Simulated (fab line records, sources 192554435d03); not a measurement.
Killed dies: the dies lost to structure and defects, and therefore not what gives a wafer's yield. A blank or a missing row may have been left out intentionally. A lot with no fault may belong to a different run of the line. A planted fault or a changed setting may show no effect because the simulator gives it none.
Split-lot study -- flow n5-finfet -- 7 lots, 39 wafers read, on a route of 1938 steps

== THE SPLIT ==
At N5_BEOL_M7_CVD_78 (deposits Co from CCTBA/H2, target thk 2 nm, time 142.3 s), the setting target-thk-a was moved away from the recipe's 20 angstrom on 18 of the 39 wafers read, by -47.2% to +28.6%. This setting was run at the recipe's value on the other wafers.

The reading is taken at the split's own step.

== THE READING ==
Co_of_BEOL_M7_CVD_78.thk-nm (the simulator's own value, which no gauge read), in nm, at N5_BEOL_M7_CVD_78 (deposits Co from CCTBA/H2, target thk 2 nm, time 142.3 s). There is no usual value for it anywhere in the file. Across the 21 wafers here that went through the recipe, the average is 2.0 nm and the standard deviation 0.13 nm.

wafer,"tool, chamber at the split","target-thk-a as run, angstrom",against the recipe,"Co_of_BEOL_M7_CVD_78.thk-nm, nm",against lot-mates on the recipe
L074.1,"cvd-co-01, 0,1",10.91,-45.5%,1,-1.1
L074.4,"cvd-co-01, 0,1",10.91,-45.5%,1,-1.1
L074.2,"cvd-co-01, 2,1",20,recipe,2,-
L074.3,"cvd-co-01, 2,1",20,recipe,2,-
L074.5,"cvd-co-01, 0",10.91,-45.5%,1.2,-0.9
L074.6,"cvd-co-01, 2",20,recipe,2.2,-
L081.1,"cvd-co-02, 1,1,2",25.71,+28.6%,2.4,+0.5
L081.4,"cvd-co-02, 1,1,2",25.71,+28.6%,2.4,+0.5
L081.6,"cvd-co-02, 1,1,2",25.71,+28.6%,2.4,+0.5
L081.2,"cvd-co-02, 2",20,recipe,1.8,-
L081.3,"cvd-co-02, 0",20,recipe,2,-
L081.5,"cvd-co-02, 0",20,recipe,2,-
L082.1,"cvd-co-01, 0",20,recipe,1.8,-
L082.2,"cvd-co-01, 2",10.55,-47.2%,1.2,-0.8
L082.6,"cvd-co-01, 2",10.55,-47.2%,1.2,-0.8
L082.3,"cvd-co-01, 0",20,recipe,2,-
L082.4,"cvd-co-01, 2",20,recipe,2.2,-
L082.5,"cvd-co-01, 0",10.55,-47.2%,0.8,-1.2
L085.1,"cvd-co-01, 0",23.24,+16.2%,2.2,+0.1
L085.3,"cvd-co-01, 0",23.24,+16.2%,2.2,+0.1
L085.6,"cvd-co-01, 0",23.24,+16.2%,2.2,+0.1
L085.2,"cvd-co-01, 2",20,recipe,2.2,-
L085.4,"cvd-co-01, 2",20,recipe,2,-
L085.5,"cvd-co-01, 2",20,recipe,2,-
L089.1,"cvd-co-01, 0,1",20,recipe,2,-
L089.3,"cvd-co-01, 0,1",20,recipe,2,-
L089.2,"cvd-co-01, 2",13.14,-34.3%,1.4,-0.5
L089.4,"cvd-co-01, 1",20,recipe,1.8,-
L089.5,"cvd-co-01, 0,2",13.14,-34.3%,1.2,-0.7
L089.6,"cvd-co-01, 0,2",13.14,-34.3%,1.2,-0.7
L092.1,"cvd-co-02, 0,1",20,recipe,2,-
L092.2,"cvd-co-02, 0,1",20,recipe,2,-
L092.3,"cvd-co-02, 2",20,recipe,1.8,-
L093.1,"cvd-co-02, 2",14.86,-25.7%,1.4,-0.6
L093.2,"cvd-co-02, 0",20,recipe,2.2,-
L093.3,"cvd-co-02, 1",14.86,-25.7%,1.6,-0.4
L093.5,"cvd-co-02, 1",14.86,-25.7%,1.6,-0.4
L093.4,"cvd-co-02, 0",20,recipe,2,-
L093.6,"cvd-co-02, 2",20,recipe,1.8,-
The file does not say which wafer passed through which chamber wherever a row lists several chambers: such a row stands for several wafers.

THE FIT
A straight line over all 39 wafers: Co_of_BEOL_M7_CVD_78.thk-nm changes by +0.0186 nm for each +1% of target-thk-a; r = +0.96; the points scatter about the line by 0.13 nm.
The same after taking each lot's own level away (the mean of its wafers on the recipe; 39 wafers): +0.0189 nm for each +1%; r = +0.96; scatter 0.13 nm.
Per that fit: largest target-thk-a move, reading shift of 0.89 nm.
Measured against the standard deviation above, the lots' own levels, which go from 1.93 to 2.07 nm, span 1.0 times it.
Hence the lot-to-lot level has little effect on the slope; both slopes agree.
Check: -0.941 nm against its lot-mates is what the line predicts for one of the wafers moved furthest among these (-47.2%) when that wafer is left out of the fit. Against them it came out at -0.8 nm.

== FURTHER SPLITS ON THESE WAFERS ==
Before the reading, these wafers also passed through other splits. Each is held against what the fit with the lots' levels taken away leaves over:
other split on the same wafers,wafers away from the commonest value,r with Co_of_BEOL_M7_CVD_78.thk-nm (lot level and that fit taken away)
N5_HKMG_FIN_ALD_91 ald-cycles,18,-0.13
N5_MOL_CONTACT_COAG_ETCH_91 time-s,12,+0.00
N5_BEOL_M1_TRENCH_ETCH_37 time-s,15,+0.15
N5_BEOL_M4_ETCH_70 time-s,9,-0.05

== FILE'S OWN FIT ==
Co_of_BEOL_M7_CVD_78.thk-nm changes by +0.0194 nm for each +1% of target-thk-a, r = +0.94.
